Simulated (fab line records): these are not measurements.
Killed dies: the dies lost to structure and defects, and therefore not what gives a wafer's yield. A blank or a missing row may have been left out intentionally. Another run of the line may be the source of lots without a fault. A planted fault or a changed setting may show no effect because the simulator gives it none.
fab line records + flow nandHarc
[record]
- lots = 7
- wafers = 21
- lastDay = 33
route steps=1302 shown A_M0@1146 END@1302
lots with no fault: from the same line, run without faults
startH: hours from the record's opening day to when the first of the lot's shown wafers began + waitH: how many hours have passed since the lot's step before this one + " identical to the entry in the row above + L1.1+2: several wafers, shown together as one row + - no value, or no start given + * or withheld: withheld + < > ~ a bound
route shown NAME@n: names a module that has steps shown in the file, with the first one's number in the route + usual: mean and standard deviation over wafers with no fault + same: alike in all rows + chamber/n: place in a boat + sites: per-site readings + _std_site: the standard deviation of these + _edge_site: mean of outer sites minus mean of inner sites + radiusMm: for every site, how far away it sits from the centre of the wafer + mask NAME#n: copy n + behind: tool/chamber where the wafer was last shaped + hold: cause of the lot's hold/its duration in hours/its outcome + device: names the non-switching transistor (n, p or np) + end of line: the route-end tests of the same wafers + a step with no rows: only its recipe + killed: dies that structure and defects cost at the first sort, which is not the same as the wafer's yield + map: a wafer's dies, marking killed ones x, the rest . and places with no die _
set.NAME: setting as actually run; set.NAME@STEP: the setting as run at that earlier step + model.NAME: the simulator's own value behind a step, which no gauge read
lots seen at some steps along the route; tables by step, rows by wafer
services: from which hour (startH, from the record's first day; less than 0 if before it) a tool's chamber was out of use, for how many hours, and why
[[steps]]
[step NHARC_A_M0_DEVELOP_08]
[recipe]
- developTimeS = 35
- devTempC = 23
[step NHARC_A_M0_CD_MEAS_09]
[recipe]
- targetCdNm = 80
- landingEnergyEv = 500
[usual]
- cdNm = 80.2/0.55
| lot.wafer | tool     | chamber | startH | waitH | cdNm |
|-----------|----------|---------|--------|-------|------|
| L452.1    | cdSem-02 | 0       | 562.17 | -     | 80.5 |
| L452.2    | "        | 0       | "      | "     | 79.7 |
| L452.6    | "        | 0       | "      | "     | 80.0 |
| L459.1    | cdSem-01 | 0       | 620.06 | -     | 81.2 |
| L459.2    | "        | 0       | "      | "     | 80.4 |
| L459.6    | "        | 0       | "      | "     | 80.2 |
| L458.1    | cdSem-03 | 0       | 625.34 | -     | 80.1 |
| L458.3    | "        | 0       | "      | "     | 80.5 |
| L458.5    | "        | 0       | "      | "     | 80.9 |
| L461.1    | cdSem-03 | 0       | 641.33 | -     | 80.5 |
| L461.5    | "        | 0       | "      | "     | 80.5 |
| L461.6    | "        | 0       | "      | "     | 80.4 |
| L467.1    | cdSem-03 | 0       | 707.75 | -     | 79.5 |
| L467.2    | "        | 0       | "      | "     | 79.5 |
| L467.6    | "        | 0       | "      | "     | 79.9 |
| L470.1    | cdSem-01 | 0       | 738.83 | -     | 79.5 |
| L470.2    | "        | 0       | "      | "     | 80.5 |
| L470.4    | "        | 0       | "      | "     | 79.2 |
| L471.1    | cdSem-01 | 0       | 760.45 | -     | 80.8 |
| L471.4    | "        | 0       | "      | "     | 81.0 |
| L471.5    | "        | 0       | "      | "     | 80.8 |
[step NHARC_A_M0_OVL_MEAS_10]
[recipe]
- pitchNm = 160
[usual]
- overlayXNm = -0.1/0.81
- overlayYNm = 0.0/0.72
| lot.wafer | tool       | chamber | startH | waitH | overlayXNm | overlayYNm |
|-----------|------------|---------|--------|-------|------------|------------|
| L452.1    | overlay-02 | -       | 562.26 | -     | -0.6       | 0.8        |
| L452.2    | "          | -       | "      | "     | 0.4        | 0.8        |
| L452.6    | "          | -       | "      | "     | 0.2        | 0.7        |
| L459.1    | overlay-02 | -       | 620.15 | -     | 1.6        | -0.9       |
| L459.2    | "          | -       | "      | "     | 1.0        | -0.4       |
| L459.6    | "          | -       | "      | "     | 1.5        | -0.7       |
| L458.1    | overlay-02 | -       | 625.43 | -     | -0.3       | 0.0        |
| L458.3    | "          | -       | "      | "     | -0.2       | -0.8       |
| L458.5    | "          | -       | "      | "     | 0.2        | 0.6        |
| L461.1    | overlay-02 | -       | 641.42 | -     | -0.7       | -0.4       |
| L461.5    | "          | -       | "      | "     | -1.3       | -0.5       |
| L461.6    | "          | -       | "      | "     | -1.4       | -0.7       |
| L467.1    | overlay-02 | -       | 707.83 | -     | 0.3        | 0.4        |
| L467.2    | "          | -       | "      | "     | 0.0        | 0.7        |
| L467.6    | "          | -       | "      | "     | 0.0        | 0.7        |
| L470.1    | overlay-02 | -       | 738.92 | -     | -0.5       | -1.1       |
| L470.2    | "          | -       | "      | "     | -0.5       | -1.1       |
| L470.4    | "          | -       | "      | "     | -0.9       | -1.8       |
| L471.1    | overlay-02 | -       | 760.55 | -     | 0.3        | -1.0       |
| L471.4    | "          | -       | "      | "     | 0.2        | -0.5       |
| L471.5    | "          | -       | "      | "     | 0.2        | -0.4       |
[step NHARC_A_M0_INSPECT_11]
[usual]
- rawDefectCount = 74/40
| lot.wafer | tool             | chamber | startH | waitH | rawDefectCount |
|-----------|------------------|---------|--------|-------|----------------|
| L452.1    | defectInspect-02 | -       | 562.30 | 0.0   | 68             |
| L452.2    | "                | -       | "      | "     | 102            |
| L452.6    | "                | -       | "      | "     | 95             |
| L459.1    | defectInspect-02 | -       | 620.19 | 0.0   | 134            |
| L459.2    | "                | -       | "      | "     | 119            |
| L459.6    | "                | -       | "      | "     | 139            |
| L458.1    | defectInspect-02 | -       | 625.46 | 0.0   | 150            |
| L458.3    | "                | -       | "      | "     | 113            |
| L458.5    | "                | -       | "      | "     | 142            |
| L461.1    | defectInspect-01 | -       | 641.45 | 0.0   | 21             |
| L461.5    | "                | -       | "      | "     | 20             |
| L461.6    | "                | -       | "      | "     | 27             |
| L467.1    | defectInspect-02 | -       | 707.87 | 0.0   | 51             |
| L467.2    | "                | -       | "      | "     | 66             |
| L467.6    | "                | -       | "      | "     | 70             |
| L470.1    | defectInspect-01 | -       | 738.96 | 0.0   | 22             |
| L470.2    | "                | -       | "      | "     | 31             |
| L470.4    | "                | -       | "      | "     | 25             |
| L471.1    | defectInspect-01 | -       | 760.59 | 0.0   | 61             |
| L471.4    | "                | -       | "      | "     | 74             |
| L471.5    | "                | -       | "      | "     | 78             |
[step NHARC_A_M0_DESCUM_14]
[recipe]
- timeS = 3
- o2FlowSccm = 200
- arFlowSccm = 0
- biasPowerW = 0
- chemistry = O2
[usual]
- drypumpMotorCurrentA = 5.7/0.49
- oesProductAu = 1.002/0.008
- rfVppV = 57.7/0.89
- showerheadPlenumPTorr = 1.90/0.099
- throttleValvePct = 11.311/0.009
| lot.wafer | tool       | chamber | startH | waitH | drypumpMotorCurrentA | oesProductAu | rfHoursCounterH | rfVppV | showerheadPlenumPTorr | throttleValvePct |
|-----------|------------|---------|--------|-------|----------------------|--------------|-----------------|--------|-----------------------|------------------|
| L452.2    | rieDiel-03 | 2       | 562.37 | 0.1   | 5.6                  | 0.993        | 5.0             | 56.9   | 1.80                  | 11.308           |
| L452.1    | "          | 0       | "      | "     | 6.3                  | 0.998        | 5.0             | 57.6   | 1.80                  | 11.316           |
| L452.6    | "          | 0       | "      | "     | 6.4                  | 0.995        | -               | 57.6   | 1.80                  | 11.301           |
| L459.1    | rieDiel-01 | 3       | 620.26 | 0.1   | 5.1                  | 1.009        | 3.4             | 57.9   | 1.99                  | 11.291           |
| L459.2    | "          | 1       | "      | "     | 5.2                  | 1.012        | 3.4             | 59.7   | 1.99                  | 11.314           |
| L459.6    | "          | 2       | "      | "     | 6.2                  | 1.016        | -               | 56.3   | 1.82                  | 11.324           |
| L458.3    | rieDiel-05 | 0       | 625.53 | 0.1   | 5.1                  | 0.989        | 2.2             | 58.6   | 2.02                  | 11.317           |
| L458.1    | "          | 1       | "      | "     | 5.4                  | 1.000        | 1.8             | 58.2   | 1.93                  | 11.320           |
| L458.5    | "          | 3       | "      | "     | 6.0                  | 0.987        | -               | 57.7   | 1.77                  | 11.314           |
| L461.1    | rieDiel-01 | 0       | 641.54 | 0.1   | 5.0                  | 1.010        | 2.5             | 57.6   | 2.05                  | 11.315           |
| L461.5    | "          | 1       | "      | "     | 5.3                  | 1.019        | -               | 57.2   | 1.99                  | 11.301           |
| L461.6    | "          | 2       | "      | "     | 6.2                  | 1.007        | -               | 56.9   | 1.82                  | 11.309           |
| L467.2    | rieDiel-03 | 3       | 707.93 | 0.1   | 5.3                  | 1.000        | 2.5             | 59.0   | 1.86                  | 11.305           |
| L467.1    | "          | 0       | "      | "     | 6.3                  | 1.000        | 3.9             | 58.0   | 1.79                  | 11.304           |
| L467.6    | "          | 0       | "      | "     | 6.3                  | 0.991        | -               | 57.4   | 1.80                  | 11.303           |
| L470.1    | rieDiel-03 | 0       | 739.02 | 0.1   | 6.3                  | 1.015        | 5.7             | 58.1   | 1.79                  | 11.313           |
| L470.2    | "          | 3       | "      | "     | 5.3                  | 1.005        | 4.6             | 57.2   | 1.85                  | 11.299           |
| L470.4    | "          | 3       | "      | "     | 5.3                  | 1.014        | -               | 57.2   | 1.85                  | 11.325           |
| L471.1    | rieDiel-01 | 1       | 760.66 | 0.1   | 5.2                  | 1.003        | 0.4             | 57.2   | 1.99                  | 11.307           |
| L471.4    | "          | 3       | "      | "     | 5.1                  | 1.012        | 0.4             | 58.0   | 1.99                  | 11.313           |
| L471.5    | "          | 1       | "      | "     | 5.2                  | 1.002        | -               | 57.0   | 1.99                  | 11.318           |
[step NHARC_A_M0_ETCH_34]
[recipe]
- targetDepthA = 400
- overetchA = 120
- timeS = 43.94
- ionEnergyEv = 200
- n2FlowSccm = 150
- h2FlowSccm = 150
- arFlowSccm = 0
- rfW = 400
- biasW = 150
- chemistry = N2/H2
[step NHARC_A_M0_ETCH_15]
[recipe]
- targetDepthA = 1500
- overetchA = 150
- timeS = 82.5
- c4f8FlowSccm = withheld
- arFlowSccm = 400
- rfW = 600
- biasW = 300
- chemistry = C4F8/Ar
[usual]
- oesProductAu = 0.943/0.024
- rfVppV = 440/3.1
| lot.wafer | tool       | chamber | startH | waitH | oesProductAu | rfHoursCounterH | rfVppV |
|-----------|------------|---------|--------|-------|--------------|-----------------|--------|
| L452.2    | rieDiel-03 | 1       | -      | -     | 0.917        | 4.9             | 438    |
| L452.1    | "          | 2       | "      | "     | 0.928        | 5.0             | 438    |
| L452.6    | "          | 1       | "      | "     | 0.924        | -               | 440    |
| L459.1    | rieDiel-01 | 1       | -      | -     | 0.964        | 3.4             | 444    |
| L459.2    | "          | 2       | "      | "     | 0.966        | 1.9             | 438    |
| L459.6    | "          | 3       | "      | "     | 0.962        | -               | 442    |
| L458.1    | rieDiel-05 | 0       | -      | -     | 0.956        | 2.3             | 445    |
| L458.3    | "          | 3       | "      | "     | 0.950        | 1.8             | 437    |
| L458.5    | "          | 1       | "      | "     | 0.971        | -               | 441    |
| L461.1    | rieDiel-01 | 0       | -      | -     | 0.920        | 2.5             | 444    |
| L461.5    | "          | 2       | "      | "     | 0.928        | -               | 439    |
| L461.6    | "          | 3       | "      | "     | 0.918        | -               | 443    |
| L467.1    | rieDiel-03 | 1       | -      | -     | 0.983        | 3.9             | 436    |
| L467.2    | "          | 0       | "      | "     | 0.958        | 3.9             | 438    |
| L467.6    | "          | 1       | "      | "     | 0.975        | -               | 439    |
| L470.2    | rieDiel-03 | 2       | -      | -     | 0.971        | 4.4             | 438    |
| L470.1    | "          | 3       | "      | "     | 0.921        | 4.6             | 438    |
| L470.4    | "          | 3       | "      | "     | 0.927        | -               | 439    |
| L471.4    | rieDiel-01 | 0       | -      | -     | 0.973        | 0.4             | 445    |
| L471.1    | "          | 2       | "      | "     | 0.982        | 0.5             | 437    |
| L471.5    | "          | 0       | "      | "     | 0.971        | -               | 444    |
[step NHARC_A_M0_CD_MEAS_16]
[usual]
- cdNm = 80.2/0.63
| lot.wafer | tool     | chamber | startH | waitH | cdNm |
|-----------|----------|---------|--------|-------|------|
| L452.1    | cdSem-02 | -       | 562.70 | -     | 80.8 |
| L452.2    | "        | -       | "      | "     | 79.8 |
| L452.6    | "        | -       | "      | "     | 80.1 |
| L459.1    | cdSem-01 | -       | 620.59 | -     | 81.0 |
| L459.2    | "        | -       | "      | "     | 80.6 |
| L459.6    | "        | -       | "      | "     | 80.7 |
| L458.1    | cdSem-01 | -       | 625.83 | -     | 81.1 |
| L458.3    | "        | -       | "      | "     | 80.5 |
| L458.5    | "        | -       | "      | "     | 81.0 |
| L461.1    | cdSem-03 | -       | 641.81 | -     | 79.8 |
| L461.5    | "        | -       | "      | "     | 81.1 |
| L461.6    | "        | -       | "      | "     | 80.5 |
| L467.1    | cdSem-03 | -       | 708.23 | -     | 79.0 |
| L467.2    | "        | -       | "      | "     | 79.7 |
| L467.6    | "        | -       | "      | "     | 79.6 |
| L470.1    | cdSem-03 | -       | 739.36 | -     | 79.0 |
| L470.2    | "        | -       | "      | "     | 79.5 |
| L470.4    | "        | -       | "      | "     | 78.9 |
| L471.1    | cdSem-02 | -       | 760.95 | -     | 80.5 |
| L471.4    | "        | -       | "      | "     | 80.9 |
| L471.5    | "        | -       | "      | "     | 81.4 |
[step NHARC_A_M0_STRIP_18]
[recipe]
- powerW = 1000
- n2FlowSccm = 150
- h2FlowSccm = 150
- arFlowSccm = 0
- biasW = 0
- chemistry = N2/H2
[usual]
- drypumpMotorCurrentA = 5.7/0.52
- oesProductAu = 1.001/0.0078
- rfVppV = 90.6/1
- showerheadPlenumPTorr = 2.02/0.11
- throttleValvePct = 14.170/0.0089
| lot.wafer | tool       | chamber | startH | waitH | drypumpMotorCurrentA | oesProductAu | rfHoursCounterH | rfVppV | showerheadPlenumPTorr | throttleValvePct |
|-----------|------------|---------|--------|-------|----------------------|--------------|-----------------|--------|-----------------------|------------------|
| L452.2    | rieDiel-03 | 0       | 562.77 | 0.1   | 6.4                  | 1.000        | 5.1             | 90.4   | 1.91                  | 14.170           |
| L452.1    | "          | 2       | "      | "     | 5.6                  | 1.002        | 5.1             | 89.2   | 1.91                  | 14.173           |
| L452.6    | "          | 0       | "      | "     | 6.4                  | 0.998        | -               | 90.3   | 1.91                  | 14.172           |
| L459.1    | rieDiel-05 | 0       | 620.67 | 0.1   | 5.1                  | 0.996        | 2.2             | 88.9   | 2.16                  | 14.153           |
| L459.2    | "          | 2       | "      | "     | 5.8                  | 0.998        | 1.3             | 91.2   | 2.16                  | 14.175           |
| L459.6    | "          | 0       | "      | "     | 5.1                  | 1.007        | -               | 92.2   | 2.16                  | 14.175           |
| L458.1    | rieDiel-01 | 2       | 625.90 | 0.1   | 6.3                  | 0.998        | 2.6             | 89.7   | 1.93                  | 14.180           |
| L458.3    | "          | 3       | "      | "     | 5.2                  | 1.016        | -               | 91.8   | 2.12                  | 14.178           |
| L458.5    | "          | 3       | "      | "     | 5.2                  | 1.003        | -               | 91.9   | 2.12                  | 14.183           |
| L461.1    | rieDiel-01 | 1       | 641.91 | 0.1   | 5.2                  | 1.009        | 4.3             | 91.4   | 2.12                  | 14.170           |
| L461.6    | "          | 0       | "      | "     | 4.9                  | 0.999        | -               | 90.8   | 2.19                  | 14.166           |
| L461.5    | "          | 1       | "      | "     | 5.2                  | 1.006        | -               | 90.0   | 2.12                  | 14.176           |
| L467.1    | rieDiel-01 | 3       | 708.31 | 0.1   | 5.2                  | 1.011        | 8.3             | 91.9   | 2.12                  | 14.166           |
| L467.2    | "          | 0       | "      | "     | 4.9                  | 1.008        | 6.4             | 91.1   | 2.19                  | 14.162           |
| L467.6    | "          | 3       | "      | "     | 5.2                  | 1.004        | -               | 91.8   | 2.12                  | 14.177           |
| L470.2    | rieDiel-03 | 3       | 739.43 | 0.1   | 5.3                  | 1.006        | 4.7             | 89.6   | 1.97                  | 14.164           |
| L470.1    | "          | 2       | "      | "     | 5.6                  | 1.010        | 4.5             | 90.3   | 1.91                  | 14.169           |
| L470.4    | "          | 0       | "      | "     | 6.3                  | 1.012        | -               | 89.3   | 1.91                  | 14.159           |
| L471.1    | rieDiel-03 | 2       | 761.03 | 0.1   | 5.6                  | 1.010        | 6.0             | 88.7   | 1.91                  | 14.150           |
| L471.4    | "          | 0       | "      | "     | 6.3                  | 1.009        | 7.2             | 89.3   | 1.91                  | 14.167           |
| L471.5    | "          | 3       | "      | "     | 5.3                  | 1.004        | -               | 90.8   | 1.97                  | 14.175           |
[step NHARC_A_M0_STRIP_19]
[recipe]
- timeS = 600
- tempC = 30
- chemistry = postEtchResidueRemover
[step NHARC_A_M0_DEGAS_28]
[recipe]
- tempC = 250
- timeS = 60
[usual]
- heaterPowerW = 340/27
| lot.wafer | tool          | chamber | startH | waitH | heaterPowerW |
|-----------|---------------|---------|--------|-------|--------------|
| L452.2    | pvdSputter-02 | -       | 563.37 | -     | 342          |
| L452.1    | "             | -       | "      | "     | 337          |
| L452.6    | "             | -       | "      | "     | 340          |
| L459.1    | pvdSputter-01 | -       | 621.21 | -     | 333          |
| L459.2    | "             | -       | "      | "     | 375          |
| L459.6    | "             | -       | "      | "     | 347          |
| L458.3    | pvdSputter-01 | -       | 626.60 | -     | 342          |
| L458.1    | "             | -       | "      | "     | 376          |
| L458.5    | "             | -       | "      | "     | 328          |
| L461.1    | pvdSputter-01 | -       | 642.45 | -     | 333          |
| L461.6    | "             | -       | "      | "     | 297          |
| L461.5    | "             | -       | "      | "     | 379          |
| L467.1    | pvdSputter-01 | -       | 708.85 | -     | 308          |
| L467.2    | "             | -       | "      | "     | 389          |
| L467.6    | "             | -       | "      | "     | 308          |
| L470.2    | pvdSputter-01 | -       | 740.03 | -     | 381          |
| L470.4    | "             | -       | "      | "     | 389          |
| L470.1    | "             | -       | "      | "     | 330          |
| L471.1    | pvdSputter-03 | -       | 761.57 | -     | 317          |
| L471.4    | "             | -       | "      | "     | 381          |
| L471.5    | "             | -       | "      | "     | 309          |
[step NHARC_A_M0_PRE_CLEAN_29]
[recipe]
- timeS = 30
- tempC = 280
- gas = H2/He
[usual]
- heaterPowerW = 417/34
| lot.wafer | tool          | chamber | startH | waitH | heaterPowerW |
|-----------|---------------|---------|--------|-------|--------------|
| L452.1    | pvdSputter-02 | -       | -      | -     | 415          |
| L452.2    | "             | -       | "      | "     | 413          |
| L452.6    | "             | -       | "      | "     | 417          |
| L459.2    | pvdSputter-01 | -       | -      | -     | 467          |
| L459.1    | "             | -       | "      | "     | 401          |
| L459.6    | "             | -       | "      | "     | 467          |
| L458.1    | pvdSputter-01 | -       | -      | -     | 368          |
| L458.3    | "             | -       | "      | "     | 463          |
| L458.5    | "             | -       | "      | "     | 474          |
| L461.1    | pvdSputter-01 | -       | -      | -     | 457          |
| L461.5    | "             | -       | "      | "     | 408          |
| L461.6    | "             | -       | "      | "     | 366          |
| L467.1    | pvdSputter-01 | -       | -      | -     | 466          |
| L467.2    | "             | -       | "      | "     | 370          |
| L467.6    | "             | -       | "      | "     | 418          |
| L470.4    | pvdSputter-01 | -       | -      | -     | 361          |
| L470.2    | "             | -       | "      | "     | 473          |
| L470.1    | "             | -       | "      | "     | 468          |
| L471.4    | pvdSputter-03 | -       | -      | -     | 394          |
| L471.1    | "             | -       | "      | "     | 448          |
| L471.5    | "             | -       | "      | "     | 396          |
[step NHARC_A_M0_PVD_20]
[recipe]
- targetThkA = 50
- biasV = 168.6
- powerW = 15000
- chamberPressurePa = 0.12
- timeS = 8.06
- substrateTempC = 50
- material = TaN
[usual]
- cathodeDcPowerW = 15000/2.7
- throttleValvePct = 29.7/0.68
| lot.wafer | tool          | chamber | startH | waitH | cathodeDcPowerW | throttleValvePct |
|-----------|---------------|---------|--------|-------|-----------------|------------------|
| L452.1    | pvdSputter-02 | -       | 563.50 | -     | 14999           | 29.0             |
| L452.2    | "             | -       | "      | "     | 15000           | 30.2             |
| L452.6    | "             | -       | "      | "     | 15000           | 29.2             |
| L459.2    | pvdSputter-01 | -       | 621.34 | -     | 14461           | 30.4             |
| L459.1    | "             | -       | "      | "     | 15000           | 29.6             |
| L459.6    | "             | -       | "      | "     | 14995           | 29.3             |
| L458.3    | pvdSputter-01 | -       | 626.72 | -     | 15000           | 29.3             |
| L458.1    | "             | -       | "      | "     | 14462           | 30.4             |
| L458.5    | "             | -       | "      | "     | 15002           | 29.4             |
| L461.1    | pvdSputter-01 | -       | 642.59 | -     | 14462           | 30.3             |
| L461.6    | "             | -       | "      | "     | 14463           | 30.5             |
| L461.5    | "             | -       | "      | "     | 14994           | 28.7             |
| L467.2    | pvdSputter-01 | -       | 708.99 | -     | 14995           | 28.9             |
| L467.1    | "             | -       | "      | "     | 15001           | 29.4             |
| L467.6    | "             | -       | "      | "     | 15003           | 30.1             |
| L470.1    | pvdSputter-01 | -       | 740.14 | -     | 15003           | 28.8             |
| L470.4    | "             | -       | "      | "     | 15004           | 29.5             |
| L470.2    | "             | -       | "      | "     | 15000           | 30.3             |
| L471.4    | pvdSputter-03 | -       | 761.70 | -     | 14997           | 29.6             |
| L471.1    | "             | -       | "      | "     | 14998           | 30.0             |
| L471.5    | "             | -       | "      | "     | 14999           | 29.1             |
[step NHARC_A_M0_PVD_21]
[recipe]
- targetThkA = 300
- chamberPressurePa = 5
- powerW = 5000
- substrateTempC = 30
- timeS = 20.49
- material = Cu
[step NHARC_END_SORT_01]
[recipe]
- tempC = 25
[usual]
- defectLimitedYield = 92/3
- killedAtArray = 52/20
- killedAtOther = 1.0/1.3
- killedAtPeriphery = 3.7/2.2
- killedDies = 57/20
- killedOpen = 3.2/1.6
- killedShort = 2.4/1.6
- sort_bin_2_pct = 2.9/1.4
- sort_bin_3_pct = 0.6/0.41
- sort_bin_4_pct = 4.8/1.5
- sortNPass = 620/20
- sortRimYieldPct = 93/3.5
- sortYieldPct = 92/3
[same]
- grossDies = 677
- sort_bin_5_pct[%] = 0
- sort_bin_6_pct[%] = 0
- sort_bin_7_pct[%] = 0
- sort_bin_8_pct[%] = 0
- sortRimNGross = 106.00
| lot.wafer | tool      | chamber | startH | waitH | defectLimitedYield[%] | killedAtArray | killedAtOther | killedAtPeriphery | killedDies | killedOpen | killedShort | sort_bin_2_pct[%] | sort_bin_3_pct[%] | sort_bin_4_pct[%] | sortNPass | sortRimYieldPct[%] | sortYieldPct[%] |
|-----------|-----------|---------|--------|-------|-----------------------|---------------|---------------|-------------------|------------|------------|-------------|-------------------|-------------------|-------------------|-----------|--------------------|-----------------|
| L452.1    | prober-02 | 0       | 615.95 | 2.5   | 92                    | 52            | 1             | 4                 | 57         | 3          | 3           | 4.1               | 0.4               | 3.8               | 620       | 89                 | 92              |
| L452.2    | prober-02 | 0       | 616.75 | 2.8   | 90                    | 57            | 2             | 6                 | 65         | 3          | 1           | 2.8               | 0.6               | 6.2               | 612       | 92                 | 90              |
| L452.6    | prober-02 | 0       | 619.94 | 4.0   | 91                    | 56            | 1             | 5                 | 62         | 1          | 1           | 2.8               | 0.6               | 5.8               | 615       | 90                 | 91              |
| L459.1    | prober-01 | 0       | 656.18 | 2.5   | 88                    | 76            | 0             | 6                 | 82         | 5          | 0           | 4.4               | 1.6               | 6.1               | 595       | 91                 | 88              |
| L459.2    | prober-01 | 0       | 656.99 | 2.8   | 87                    | 78            | 0             | 8                 | 86         | 4          | 1           | 4.6               | 0.7               | 7.4               | 591       | 93                 | 87              |
| L459.6    | prober-01 | 0       | 660.22 | 4.0   | 86                    | 87            | 0             | 7                 | 94         | 1          | 1           | 5.0               | 1.3               | 7.5               | 583       | 88                 | 86              |
| L461.6    | prober-02 | 0       | 685.28 | 4.0   | 96                    | 26            | 0             | 2                 | 28         | 3          | 1           | 1.2               | 0.1               | 2.8               | 649       | 92                 | 96              |
| L467.1    | prober-02 | 0       | 747.33 | 2.4   | 93                    | 43            | 2             | 3                 | 48         | 3          | 4           | 2.1               | 0.6               | 4.4               | 629       | 96                 | 93              |
// killed by level:class
L452.1 A_CHANNEL_HOLE_D2:chamberFilmFlake=25 A_SLIT:chamberFilmFlake=19 P_M0:chamberFilmFlake=4 A_CHANNEL_FILL_D1:geometricParticle:short=2 A_ONON_D2:geometricParticle:open=1 A_CHANNEL_FILL_D2:geometricParticle:open=1 A_M0:geometricParticle:short=1 A_M1:geometricParticle:open=1
L452.2 A_CHANNEL_HOLE_D2:chamberFilmFlake=30 A_SLIT:chamberFilmFlake=20 P_GATE:chamberFilmFlake=3 P_M0:chamberFilmFlake=2 A_BLC:chamberFilmFlake=2 THIN_TSV:chamberFilmFlake=2 P_CONTACT:geometricParticle:open=1 A_CHANNEL_FILL_D1:geometricParticle:open=1
L452.6 A_CHANNEL_HOLE_D2:chamberFilmFlake=29 A_SLIT:chamberFilmFlake=20 P_M0:chamberFilmFlake=3 A_CONTACT:chamberFilmFlake=3 A_BLC:chamberFilmFlake=2 P_CONTACT:geometricParticle:short=1 A_BLC:geometricParticle:open=1 P_GATE:chamberFilmFlake=1
L459.1 A_SLIT:chamberFilmFlake=30 A_CHANNEL_HOLE_D1:chamberFilmFlake=25 A_CHANNEL_HOLE_D2:chamberFilmFlake=12 P_CONTACT:chamberFilmFlake=4 A_STAIRCASE:chamberFilmFlake=2 A_ONON_D1:geometricParticle:open=2 P_M2:chamberFilmFlake=2 A_ONON_D2:geometricParticle:open=1
L459.2 A_CHANNEL_HOLE_D1:chamberFilmFlake=28 A_SLIT:chamberFilmFlake=27 A_CHANNEL_HOLE_D2:chamberFilmFlake=9 P_CONTACT:chamberFilmFlake=7 A_STAIRCASE:chamberFilmFlake=5 A_CONTACT:geometricParticle:open=2 A_ZERO_WELL:chamberFilmFlake=2 A_BONDPAD:chamberFilmFlake=2
L459.6 A_SLIT:chamberFilmFlake=30 A_CHANNEL_HOLE_D1:chamberFilmFlake=27 A_CHANNEL_HOLE_D2:chamberFilmFlake=20 P_CONTACT:chamberFilmFlake=3 P_M2:chamberFilmFlake=3 A_STAIRCASE:chamberFilmFlake=3 A_BONDPAD:chamberFilmFlake=2 A_STAIRCASE:geometricParticle:short=1
L461.6 A_CHANNEL_HOLE_D1:chamberFilmFlake=9 A_STAIRCASE:chamberFilmFlake=4 A_SLIT:chamberFilmFlake=4 A_CONTACT:chamberFilmFlake=4 A_ONON_D1:geometricParticle:open=1 A_BLC:geometricParticle:short=1 A_M0:geometricParticle:open=1 A_M1:geometricParticle:open=1
L467.1 A_CHANNEL_HOLE_D2:chamberFilmFlake=16 A_CHANNEL_HOLE_D1:chamberFilmFlake=7 A_SLIT:chamberFilmFlake=5 A_CONTACT:chamberFilmFlake=4 A_M1:chamberFilmFlake=3 A_ONON_D1:geometricParticle:short=2 THIN_TSV:chamberFilmFlake=2 P_GATE:geometricParticle:short=1
[[services]]
| tool          | chamber | startH | hours | kind   |
|---------------|---------|--------|-------|--------|
| pvdSputter-02 | -       | 540.03 | 2.4   | repair |
| rieDiel-05    | 1       | 547.94 | 10.0  | repair |
| pvdSputter-01 | -       | 553.21 | 1.1   | repair |
| rieDiel-03    | 3       | 556.88 | 8.2   | repair |
| rieDiel-01    | -       | 557.80 | 9.0   | pm     |
| pvdSputter-03 | -       | 578.29 | 5.6   | repair |
| rieDiel-01    | 2       | 579.17 | 3.6   | repair |
| pvdSputter-01 | -       | 582.00 | 10.0  | pm     |
| rieDiel-01    | 2       | 595.63 | 17.7  | repair |
| rieDiel-01    | 0       | 613.70 | 25.0  | repair |
| rieDiel-01    | 1       | 622.77 | 9.1   | repair |
| pvdSputter-01 | -       | 634.66 | 4.1   | repair |
| rieDiel-03    | -       | 635.35 | 9.0   | pm     |
| rieDiel-03    | 0       | 649.67 | 2.8   | repair |
| rieDiel-03    | -       | 653.99 | 1.5   | repair |
| rieDiel-03    | 2       | 665.88 | 5.1   | repair |
| rieDiel-03    | 3       | 681.30 | 5.8   | repair |
| rieDiel-01    | 1       | 685.80 | 3.6   | repair |
| rieDiel-03    | 1       | 711.71 | 5.2   | repair |
| rieDiel-01    | -       | 734.80 | 9.0   | pm     |
| rieDiel-03    | 1       | 738.76 | 5.0   | repair |
| pvdSputter-01 | -       | 741.89 | 9.3   | repair |
| rieDiel-03    | 1       | 753.78 | 4.1   | repair |
| pvdSputter-01 | -       | 760.00 | 10.0  | pm     |
[[key]]
[firstSign]
- step = NHARC_A_M0_PVD_20
- reading = cathodeDcPowerW
- direction = down
- sigmas = 99+
- usual = *
- struck = *
effect none on later readings
metAt NHARC_A_M0_PVD_20
struckWafers L458.1,L459.2,L461.1,L461.6
[fault]
- kind = processParameterDrift
- tool = pvdSputter-01
- chamber = -
- onsetH = 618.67
- steps = NHARC_A_M0_PVD_20
- channel = powerW
- offset = *
- shape = step
- endH = 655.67
- actsIn = *
- stated = *
- scope = struckWafersOnly
